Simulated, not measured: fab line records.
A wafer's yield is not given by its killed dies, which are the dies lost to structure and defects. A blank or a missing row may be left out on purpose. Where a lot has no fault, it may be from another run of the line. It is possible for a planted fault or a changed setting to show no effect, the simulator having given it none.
fab line records | flow nand-harc
record: lots: 11 wafers: 33 last-day: 33
route steps=1302 shown A_ONON_D1@446 A_CHANNEL_HOLE_D1@450 END@1302
lots untouched by any fault: they come from a run of this same line in which no faults occurred
start-h: start of the lot's first displayed wafer, in hours after the record's first day | wait-h: hours from the lot's prior step to this one | " as in the row above | L1.1+2: several wafers, shown together as one row | - value missing, or start not given | * or withheld: withheld | < > ~ a bound
route shown NAME@n: a module of which the file shows steps, and the number in the route of the first | usual: the fault-free wafers' mean and standard deviation | same: alike in all rows | chamber/n: place in a boat | sites: the reading at each site | _std_site: standard deviation of those values | _edge_site: inner sites' mean taken away from outer sites' mean | radius-mm: how far each site lies from the wafer's centre | mask NAME#n: copy n | behind: tool/chamber where the wafer was last shaped | hold: the reason the lot was held/the length of the hold in hours/how it ended | device: whichever transistor did not switch (one of n, p or np) | end of line: the route-end tests of the same wafers | for a step that has no rows: nothing shown but its recipe | killed: dies that structure and defects cost at the first sort, which is not the same as the wafer's yield | map: a wafer's dies, x killed, . not, _ none there
set.NAME: the run value of the setting; set.NAME@STEP: its run value at that earlier step | model.NAME: the simulator's own value behind a step, which no gauge read
one table for each step of the route and one row for each wafer, over a sample of lots
services: from which hour (start-h, from the record's first day; less than 0 if before it) a tool's chamber was out of use, for how many hours, and why
== steps ==
step: NHARC_A_ONON_D1_DEP_33
recipe: target-thk-a: 2000 temp-c: 400 pressure-torr: 6.5 rf-w: 900 teos-flow-sccm: 161.4 flow-sccm: 2650 target-thk-nm: 200 gas: O2 material: SiO2
usual: heater-power-outer-w: 310/78 heater-power-w: 564/96 throttle-valve-pct: 15.9/0.55
columns lot.wafer tool chamber start-h wait-h heater-power-outer-w heater-power-w throttle-valve-pct
L647.3 pecvd-04 2 155.02 0.1 349 686 15.9
L647.4 " 2 " " 350 692 15.5
L647.5 " 0 " " 328 589 16.5
L649.1 pecvd-04 0 172.57 0.1 250 505 16.1
L649.3 " 1 " " 306 530 16.0
L649.5 " 0 " " 266 521 16.4
L651.1 pecvd-03 2 191.56 0.1 198 435 15.6
L651.2 " 0 " " 262 484 16.3
L651.5 " 1 " " 308 506 15.2
L652.3 pecvd-04 2 206.56 0.3 296 610 16.0
L652.1 " 1 " " 410 672 16.6
L652.6 " 1 " " 427 670 16.5
L657.1 pecvd-02 2 244.24 0.2 491 742 16.2
L657.2 " 1 " " 267 555 15.4
L657.4 " 0 " " 442 712 14.6
L658.2 pecvd-03 1 263.44 0.1 320 523 15.4
L658.6 " 1 " " 328 511 15.4
L658.4 " 2 " " 194 448 15.6
L659.1 pecvd-02 2 263.47 0.1 472 718 16.2
L659.2 " 0 " " 373 640 14.9
L659.6 " 0 " " 389 662 14.7
L665.1 pecvd-04 2 337.43 0.1 359 693 15.7
L665.2 " 1 " " 405 634 15.7
L665.5 " 1 " " 404 641 15.7
L666.2 pecvd-03 2 337.52 0.1 151 397 15.9
L666.5 " 0 " " 258 480 16.7
L666.6 " 2 " " 162 391 15.7
L669.3 pecvd-04 2 370.88 0.1 354 680 15.5
L669.1 " 0 " " 267 497 16.5
L669.4 " 0 " " 269 499 16.5
L670.3 pecvd-04 0 375.50 0.1 257 478 16.6
L670.1 " 2 " " 320 638 15.6
L670.6 " 1 " " 397 660 15.9
step: NHARC_A_CHANNEL_HOLE_D1_DEP_00
recipe: target-thk-a: 31000 temp-c: 400 material: aC
usual: throttle-valve-pct: 35.000/0.0089
columns lot.wafer tool chamber start-h wait-h throttle-valve-pct
L647.3 acl-dep-01 0 158.08 2.6 35.000
L647.4 " 0 " " 35.007
L647.5 " 0 " " 34.994
L649.1 acl-dep-03 0 178.84 5.8 35.000
L649.3 " 0 " " 34.999
L649.5 " 0 " " 35.000
L651.1 acl-dep-03 0 192.13 0.1 35.005
L651.2 " 0 " " 35.001
L651.5 " 0 " " 35.005
L652.1 acl-dep-03 0 209.68 2.6 34.996
L652.3 " 0 " " 35.017
L652.6 " 0 " " 35.000
L657.1 acl-dep-03 0 247.24 2.5 34.994
L657.2 " 0 " " 35.007
L657.4 " 0 " " 35.007
L659.1 acl-dep-02 0 264.25 0.3 34.995
L659.2 " 0 " " 35.015
L659.6 " 0 265.84 1.9 35.000
L658.2 acl-dep-03 0 265.29 1.4 34.996
L658.4 " 0 " " 34.989
L658.6 " 0 " " 35.002
L665.1 acl-dep-01 0 337.97 0.1 35.019
L665.2 " 0 " " 35.001
L665.5 " 0 " " 34.997
L666.2 acl-dep-03 0 338.29 0.4 34.998
L666.5 " 0 " " 35.000
L666.6 " 0 " " 35.005
L669.1 acl-dep-02 0 372.19 0.9 34.991
L669.3 " 0 " " 35.002
L669.4 " 0 " " 35.013
L670.1 acl-dep-03 0 376.67 0.7 34.993
L670.3 " 0 " " 34.984
L670.6 " 0 " " 34.990
step: NHARC_A_CHANNEL_HOLE_D1_INSPECT_12
usual: raw-defect-count: 5.4/2.6
columns lot.wafer tool chamber start-h wait-h raw-defect-count
L647.3 defect-inspect-01 - 160.24 0.0 5
L647.4 " - " " 9
L647.5 " - " " 7
L649.1 defect-inspect-01 - 181.65 0.0 9
L649.3 " - " " 2
L649.5 " - " " 5
L651.1 defect-inspect-01 - 194.96 0.0 3
L651.2 " - " " 4
L651.5 " - " " 5
L652.1 defect-inspect-01 - 212.34 0.0 6
L652.3 " - " " 9
L652.6 " - " " 2
L657.1 defect-inspect-02 - 249.84 0.0 1296
L657.2 " - " " 1313
L657.4 " - " " 1327
L659.1 defect-inspect-01 - 267.02 0.0 4
L659.2 " - " " 8
L659.6 " - " " 5
L658.2 defect-inspect-02 - 267.77 0.0 1334
L658.4 " - " " 1292
L658.6 " - " " 1336
L665.1 defect-inspect-02 - 340.62 0.0 1
L665.2 " - " " 4
L665.5 " - " " 5
L666.2 defect-inspect-01 - 340.83 0.0 3
L666.5 " - " " 5
L666.6 " - " " 5
L669.1 defect-inspect-01 - 374.82 0.0 6
L669.3 " - " " 4
L669.4 " - " " 2
L670.1 defect-inspect-01 - 379.45 0.0 2
L670.3 " - " " 8
L670.6 " - " " 4
step: NHARC_A_CHANNEL_HOLE_D1_ETCH_23
recipe: bias-v: 5000 source-w: withheld pressure-mtorr: 20 time-s: 819 ar-flow-sccm: 375 c4f8-flow-sccm: 89.3 o2-flow-sccm: 35.7 temp-c: -20 target-depth-a: 16000 chemistry: C4F8/O2/Ar
usual: drypump-motor-current-A: 6.0/0.62 o2-flow-sccm: 35.72/0.11 oes-air-line-au: 1.001/0.022 showerhead-plenum-p-Torr: 3.58/0.087 throttle-valve-pct: 32.154/0.0094
columns lot.wafer tool chamber start-h wait-h drypump-motor-current-A o2-flow-sccm oes-air-line-au rf-hours-counter-h showerhead-plenum-p-Torr throttle-valve-pct
L647.3 har-etch-01 1 168.51 0.5 6.5 35.76 0.956 - 3.66 32.148
L647.4 " 0 " " 6.3 35.60 1.030 - 3.54 32.149
L647.5 " 0 " " 6.3 35.60 0.982 - 3.54 32.150
L649.1 har-etch-01 0 184.33 0.5 6.2 35.62 1.008 101 3.54 32.157
L649.3 " 0 " " 6.3 35.52 1.047 - 3.54 32.152
L649.5 " 1 " " 6.4 35.80 1.018 - 3.65 32.157
L651.2 har-etch-01 0 197.63 0.5 6.3 35.81 1.036 109 3.53 32.143
L651.1 " 1 " " 6.4 35.81 1.017 109 3.65 32.167
L651.5 " 1 " " 6.5 35.73 1.017 - 3.65 32.167
L652.1 har-etch-01 1 216.95 0.5 6.4 35.67 1.019 120 3.64 32.158
L652.3 " 0 " " 6.2 35.74 0.962 - 3.53 32.153
L652.6 " 1 " " 6.4 35.60 0.998 - 3.64 32.148
L657.1 har-etch-01 1 260.48 0.5 6.5 35.61 0.996 140 3.63 32.145
L657.2 " 0 " " 6.3 35.72 0.988 140 3.52 32.156
L657.4 " 1 " " 6.5 35.63 1.006 - 3.63 32.140
L659.2 har-etch-02 1 270.95 0.5 5.1 35.66 0.955 363 3.73 32.139
L659.1 " 0 " " 4.9 35.61 0.956 356 3.49 32.157
L659.6 " 0 " " 4.9 35.65 0.991 - 3.49 32.148
L658.2 har-etch-01 0 272.70 0.5 6.2 35.95 1.003 151 3.51 32.150
L658.4 " 0 " " 6.3 35.79 1.004 - 3.51 32.156
L658.6 " 1 " " 6.5 35.67 0.951 - 3.63 32.143
L665.2 har-etch-02 0 343.45 0.5 4.9 35.74 1.006 394 3.47 32.147
L665.1 " 1 " " 5.1 35.65 1.022 401 3.71 32.159
L665.5 " 0 " " 4.9 35.96 1.036 - 3.47 32.159
L666.2 har-etch-01 1 343.51 0.5 6.4 35.84 0.995 189 3.60 32.155
L666.6 " 1 " " 6.5 35.76 0.997 - 3.60 32.151
L666.5 " 0 " " 6.3 35.52 0.997 - 3.49 32.145
L669.1 har-etch-01 0 377.83 0.5 6.3 35.78 1.029 216 3.48 32.154
L669.3 " 1 " " 6.4 35.78 1.005 - 3.59 32.147
L669.4 " 0 " " 6.2 35.74 1.023 - 3.48 32.154
L670.1 har-etch-01 0 386.17 0.5 6.2 35.83 1.033 224 3.47 32.161
L670.3 " 0 " " 6.2 35.68 1.028 - 3.47 32.165
L670.6 " 0 " " 6.3 35.90 1.043 - 3.47 32.155
step: NHARC_A_CHANNEL_HOLE_D1_ETCH_24
recipe: bias-v: 5000 source-w: withheld pressure-mtorr: 20 time-s: 906.2 ar-flow-sccm: 375 c4f8-flow-sccm: 93.8 o2-flow-sccm: 31.2 temp-c: -20 target-depth-a: 15000 chemistry: C4F8/O2/Ar
usual: drypump-motor-current-A: 6.0/0.62 o2-flow-sccm: 31.20/0.095 oes-air-line-au: 0.995/0.02 showerhead-plenum-p-Torr: 3.57/0.086 throttle-valve-pct: 32.236/0.0087
columns lot.wafer tool chamber start-h wait-h drypump-motor-current-A o2-flow-sccm oes-air-line-au rf-hours-counter-h showerhead-plenum-p-Torr throttle-valve-pct
L647.3 har-etch-01 1 169.24 0.6 6.4 31.15 0.988 - 3.65 32.233
L647.4 " 0 " " 6.2 31.18 1.018 - 3.54 32.249
L647.5 " 0 " " 6.3 31.24 1.013 - 3.54 32.239
L649.1 har-etch-01 0 185.03 0.6 6.3 31.15 0.982 102 3.53 32.244
L649.3 " 0 " " 6.3 31.14 1.013 - 3.53 32.243
L649.5 " 1 " " 6.4 31.21 1.043 - 3.65 32.223
L651.2 har-etch-01 0 198.31 0.6 6.3 31.33 1.008 110 3.53 32.244
L651.1 " 1 " " 6.5 31.25 1.014 110 3.64 32.247
L651.5 " 1 " " 6.5 31.27 1.021 - 3.64 32.237
L652.1 har-etch-01 1 217.64 0.6 6.5 31.37 0.988 121 3.64 32.245
L652.3 " 0 " " 6.3 31.34 0.971 - 3.52 32.229
L652.6 " 1 " " 6.5 31.40 0.995 - 3.64 32.239
L657.1 har-etch-01 1 261.17 0.6 6.4 31.20 0.973 140 3.63 32.241
L657.2 " 0 " " 6.3 31.10 0.995 140 3.51 32.234
L657.4 " 1 " " 6.4 31.17 0.994 - 3.63 32.239
L659.2 har-etch-02 1 271.64 0.6 5.1 31.22 0.990 364 3.72 32.254
L659.1 " 0 " " 4.9 31.22 1.016 357 3.49 32.231
L659.6 " 0 " " 4.9 31.21 1.004 - 3.49 32.240
L658.2 har-etch-01 0 273.40 0.6 6.2 31.23 0.996 152 3.51 32.225
L658.4 " 0 " " 6.2 31.30 1.005 - 3.51 32.246
L658.6 " 1 " " 6.4 31.20 1.019 - 3.62 32.232
L665.2 har-etch-02 0 344.14 0.6 4.9 31.22 0.978 395 3.47 32.239
L665.1 " 1 " " 5.1 31.16 0.976 402 3.70 32.235
L665.5 " 0 " " 4.9 31.31 0.975 - 3.47 32.248
L666.2 har-etch-01 1 344.19 0.6 6.5 31.09 0.965 190 3.60 32.236
L666.6 " 1 " " 6.5 31.19 0.992 - 3.60 32.245
L666.5 " 0 " " 6.2 30.97 0.938 - 3.49 32.237
L669.1 har-etch-01 0 378.54 0.6 6.2 31.26 1.007 217 3.47 32.227
L669.3 " 1 " " 6.4 31.16 1.007 - 3.59 32.232
L669.4 " 0 " " 6.3 31.11 1.008 - 3.47 32.248
L670.1 har-etch-01 0 386.88 0.6 6.3 31.18 1.004 225 3.47 32.236
L670.3 " 0 " " 6.2 31.17 0.992 - 3.47 32.233
L670.6 " 0 " " 6.3 31.23 0.986 - 3.47 32.231
step: NHARC_A_CHANNEL_HOLE_D1_INSPECT_40
usual: raw-defect-count: 66/24
columns lot.wafer tool chamber start-h wait-h raw-defect-count
L647.3 defect-inspect-01 - 172.57 - 29
L647.4 " - " " 31
L647.5 " - " " 52
L649.1 defect-inspect-01 - 188.61 - 35
L649.3 " - " " 46
L649.5 " - " " 34
L651.1 defect-inspect-01 - 201.88 - 81
L651.2 " - " " 37
L651.5 " - " " 74
L652.1 defect-inspect-01 - 221.23 - 71
L652.3 " - " " 43
L652.6 " - " " 52
L657.1 defect-inspect-01 - 264.79 - 1337
L657.2 " - " " 1333
L657.4 " - " " 1404
L659.1 defect-inspect-02 - 275.21 - 89
L659.2 " - " " 82
L659.6 " - " " 83
L658.2 defect-inspect-02 - 276.82 - 1356
L658.4 " - " " 1361
L658.6 " - " " 1389
L665.1 defect-inspect-02 - 347.71 - 93
L665.2 " - " " 99
L665.5 " - " " 108
L666.2 defect-inspect-01 - 347.79 - 65
L666.5 " - " " 61
L666.6 " - " " 43
L669.1 defect-inspect-02 - 381.99 - 59
L669.3 " - " " 45
L669.4 " - " " 65
L670.1 defect-inspect-02 - 390.31 - 57
L670.3 " - " " 62
L670.6 " - " " 62
step: NHARC_END_SORT_01
recipe: temp-c: 25
usual: killed-at-array: 47/14 killed-at-other: 0.5/0.72 killed-at-periphery: 4/3.1 killed-dies: 52/15 killed-open: 3.2/1.9 killed-short: 2.4/1.7
same: gross-dies: 677
columns lot.wafer tool chamber start-h wait-h killed-at-array killed-at-other killed-at-periphery killed-dies killed-open killed-short
L657.1 prober-02 0 745.49 2.5 139 0 0 139 2 4
L657.2 prober-02 0 746.30 2.8 153 0 5 158 5 4
L657.4 prober-02 0 747.92 3.4 157 0 3 160 4 1
L658.2 prober-01 0 759.50 2.8 145 0 5 150 5 4
L658.4 prober-01 0 761.09 3.4 141 0 3 144 1 0
L658.6 prober-01 0 762.68 4.0 160 0 2 162 1 3
killed by level:class
L657.1 A_CHANNEL_HOLE_D1:unspecified=101 A_SLIT:chamber-film-flake=12 A_CONTACT:chamber-film-flake=10 A_CHANNEL_HOLE_D2:unspecified=4 A_CHANNEL_HOLE_D1:chamber-film-flake=3 A_ONON_D2:geometric-particle:short=2 A_SGD_CUT:geometric-particle:open=1 A_WL_FILL:geometric-particle:short=1
L657.2 A_CHANNEL_HOLE_D1:unspecified=108 A_SLIT:chamber-film-flake=25 A_CONTACT:chamber-film-flake=4 A_ONON_D1:geometric-particle:short=2 P_CONTACT:chamber-film-flake=2 A_CHANNEL_HOLE_D1:chamber-film-flake=2 A_WL_FILL:chamber-film-flake=2 A_M1:chamber-film-flake=2
L657.4 A_CHANNEL_HOLE_D1:unspecified=106 A_SLIT:chamber-film-flake=29 A_CONTACT:chamber-film-flake=5 A_CHANNEL_HOLE_D1:chamber-film-flake=4 A_CHANNEL_HOLE_D2:unspecified=3 A_CHANNEL_HOLE_D2:chamber-film-flake=2 A_STAIRCASE:chamber-film-flake=2 P_M0:geometric-particle:open=1
L658.2 A_CHANNEL_HOLE_D1:unspecified=100 A_SLIT:chamber-film-flake=23 A_CHANNEL_HOLE_D2:chamber-film-flake=10 A_CHANNEL_HOLE_D1:chamber-film-flake=4 P_CONTACT:geometric-particle:open=2 A_ONON_D2:geometric-particle:short=2 A_ONON_D2:geometric-particle:open=2 P_CONTACT:chamber-film-flake=2
L658.4 A_CHANNEL_HOLE_D1:unspecified=100 A_SLIT:chamber-film-flake=31 A_CHANNEL_HOLE_D2:chamber-film-flake=5 P_CONTACT:chamber-film-flake=2 A_CHANNEL_HOLE_D1:chamber-film-flake=2 A_CONTACT:chamber-film-flake=2 P_CONTACT:geometric-particle:open=1 A_ZERO_WELL:chamber-film-flake=1
L658.6 A_CHANNEL_HOLE_D1:unspecified=117 A_SLIT:chamber-film-flake=25 A_CHANNEL_HOLE_D2:chamber-film-flake=6 A_CHANNEL_HOLE_D1:chamber-film-flake=3 A_ZERO_WELL:chamber-film-flake=2 A_CONTACT:chamber-film-flake=2 A_DECK1_JOINT:geometric-particle:short=1 A_CHANNEL_FILL_D2:geometric-particle:short=1
== services ==
columns tool chamber start-h hours kind
pecvd-04 - 132.83 0.8 repair
pecvd-03 - 133.73 1.3 repair
pecvd-03 - 161.12 13.0 pm
acl-dep-01 - 165.32 13.0 pm
pecvd-03 2 191.93 15.7 repair
pecvd-04 1 192.13 13.0 repair
pecvd-02 - 203.00 13.0 pm
acl-dep-03 - 203.40 1.9 repair
acl-dep-02 - 217.49 13.0 pm
pecvd-04 2 223.50 5.2 repair
pecvd-03 1 235.21 10.9 repair
pecvd-04 - 245.23 13.0 pm
pecvd-02 2 255.07 2.4 repair
acl-dep-03 - 276.84 13.0 pm
pecvd-03 0 284.32 4.2 repair
pecvd-03 0 310.35 4.3 repair
acl-dep-03 - 316.15 3.1 repair
pecvd-02 2 336.57 6.4 repair
pecvd-03 - 342.17 13.0 pm
pecvd-02 - 342.91 0.6 repair
acl-dep-01 - 347.96 13.0 pm
har-etch-02 - 358.22 17.0 pm
pecvd-04 - 377.07 0.5 repair
pecvd-04 2 378.16 5.4 repair
== key ==
first-sign: step: NHARC_A_CHANNEL_HOLE_D1_INSPECT_12 reading: raw-defect-count direction: up sigmas: 99+ usual: 5.4 struck: 1316.3
effect: step: NHARC_A_CHANNEL_HOLE_D1_INSPECT_40 reading: raw-defect-count direction: up sigmas: 55 usual: 66 struck: 1363
effect: step: NHARC_END_SORT_01 reading: killed-at-array direction: up sigmas: 7.1 usual: 47 struck: 149
more-kills-born-at: NHARC_A_CHANNEL_HOLE_D1_DEP_00@acl-dep-03: 632
met-at NHARC_A_CHANNEL_HOLE_D1_DEP_00
struck-lots L657,L658
tester-left-out L657,L658
not-acting-at NHARC_A_ONON_D1_DEP_33,NHARC_A_CHANNEL_HOLE_D1_ETCH_23,NHARC_A_CHANNEL_HOLE_D1_ETCH_24
onset-between 209.68 247.24
fault: kind: chamber-particle-source tool: acl-dep-03 chamber: - onset-h: 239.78 steps: NHARC_A_CHANNEL_HOLE_D1_DEP_00 rate-per-visit-cm2: 2.0343 end-h: 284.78
tester-left-out: of these lots the tester's yield and bins aren't shown, on N5 and GAA mostly nor the transistor test; their killed dies are dies lost to structure and defects alone, not to doping, threshold or leakage, so they don't give the yield
